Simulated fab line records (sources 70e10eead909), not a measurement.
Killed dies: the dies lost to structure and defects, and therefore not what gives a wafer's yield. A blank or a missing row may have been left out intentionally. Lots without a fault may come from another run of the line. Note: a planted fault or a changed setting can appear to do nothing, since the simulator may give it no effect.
Chamber matching + flow nand-harc + rie-diel-02 running NHARC_A_STAIRCASE_DESCUM_168: 4 sister chambers
The step chemistry O2, time 3 s. 20 wafers are shown with their chamber, then 10 later ones without.

## WAFERS, EACH WITH ITS CHAMBER
| wafer  | chamber | drypump-motor-current-A (A) | showerhead-plenum-p-Torr (Torr) | throttle-valve-pct (%) |
|--------|---------|-----------------------------|---------------------------------|------------------------|
| L075.1 | 1       | 5.4                         | 1.86                            | 11.307                 |
| L075.5 | 2       | 5.2                         | 1.89                            | 11.317                 |
| L075.6 | 1       | 5.4                         | 1.86                            | 11.320                 |
| L081.1 | 2       | 5.2                         | 1.89                            | 11.302                 |
| L081.2 | 3       | 6.3                         | 1.93                            | 11.303                 |
| L081.4 | 1       | 5.4                         | 1.86                            | 11.321                 |
| L084.1 | 1       | 5.4                         | 1.85                            | 11.309                 |
| L084.2 | 0       | 6.1                         | 1.82                            | 11.325                 |
| L084.4 | 3       | 6.3                         | 1.93                            | 11.299                 |
| L085.2 | 3       | 6.3                         | 1.93                            | 11.322                 |
| L085.4 | 2       | 5.2                         | 1.88                            | 11.307                 |
| L085.6 | 0       | 6.0                         | 1.82                            | 11.309                 |
| L088.1 | 2       | 5.2                         | 1.88                            | 11.308                 |
| L088.3 | 3       | 6.3                         | 1.93                            | 11.314                 |
| L088.6 | 0       | 6.0                         | 1.82                            | 11.324                 |
| L086.1 | 1       | 5.4                         | 1.85                            | 11.311                 |
| L086.3 | 2       | 5.2                         | 1.88                            | 11.305                 |
| L086.6 | 1       | 5.4                         | 1.85                            | 11.302                 |
| L093.1 | 2       | 5.2                         | 1.88                            | 11.304                 |
| L093.3 | 1       | 5.4                         | 1.85                            | 11.315                 |

SIGNATURES (averages over the wafers above)
| reading                  | chamber 0 | chamber 1 | chamber 2 | chamber 3 | scatter within a chamber |
|--------------------------|-----------|-----------|-----------|-----------|--------------------------|
| drypump-motor-current-A  | 6.033     | 5.400     | 5.200     | 6.300     | 0.0204                   |
| showerhead-plenum-p-Torr | 1.8200    | 1.8543    | 1.8833    | 1.9300    | 0.00436                  |
| throttle-valve-pct       | 11.31933  | 11.31214  | 11.30717  | 11.30950  | 0.00757                  |
Rule: for a wafer and a chamber, the distance is found by dividing, reading by reading, the gap between the wafer's reading and the chamber's mean by the reading's scatter, squaring, summing and taking the root. The wafer belongs to the nearest chamber; if the next one is less than 2 further off, it can't be placed. The scatter: take each reading less its chamber's mean, square it, sum over the shown wafers, divide by the number of wafers less the number of chambers, and take the root.

## WAFERS MISSING THEIR CHAMBER
| wafer  | drypump-motor-current-A (A) | showerhead-plenum-p-Torr (Torr) | throttle-valve-pct (%) |
|--------|-----------------------------|---------------------------------|------------------------|
| L093.4 | 6.3                         | 1.92                            | 11.311                 |
| L094.1 | 5.2                         | 1.88                            | 11.320                 |
| L094.2 | 5.4                         | 1.85                            | 11.296                 |
| L094.4 | 6.3                         | 1.92                            | 11.332                 |
| L096.1 | 5.2                         | 1.88                            | 11.318                 |
| L096.2 | 5.4                         | 1.84                            | 11.296                 |
| L096.6 | 5.4                         | 1.84                            | 11.300                 |
| L097.1 | 5.4                         | 1.84                            | 11.316                 |
| L097.2 | 6.1                         | 1.82                            | 11.301                 |
| L097.4 | 6.3                         | 1.92                            | 11.318                 |

## THE CHAMBER EACH PASSED THROUGH
| wafer  | from the rows above | in truth |
|--------|---------------------|----------|
| L093.4 | 3                   | 3        |
| L094.1 | 2                   | 2        |
| L094.2 | 1                   | 1        |
| L094.4 | 3                   | 3        |
| L096.1 | 2                   | 2        |
| L096.2 | 1                   | 1        |
| L096.6 | 1                   | 1        |
| L097.1 | 1                   | 1        |
| L097.2 | 0                   | 0        |
| L097.4 | 3                   | 3        |
10 of 10 placed correctly. From these rows, 0 cannot be placed. 0 placed wrongly.
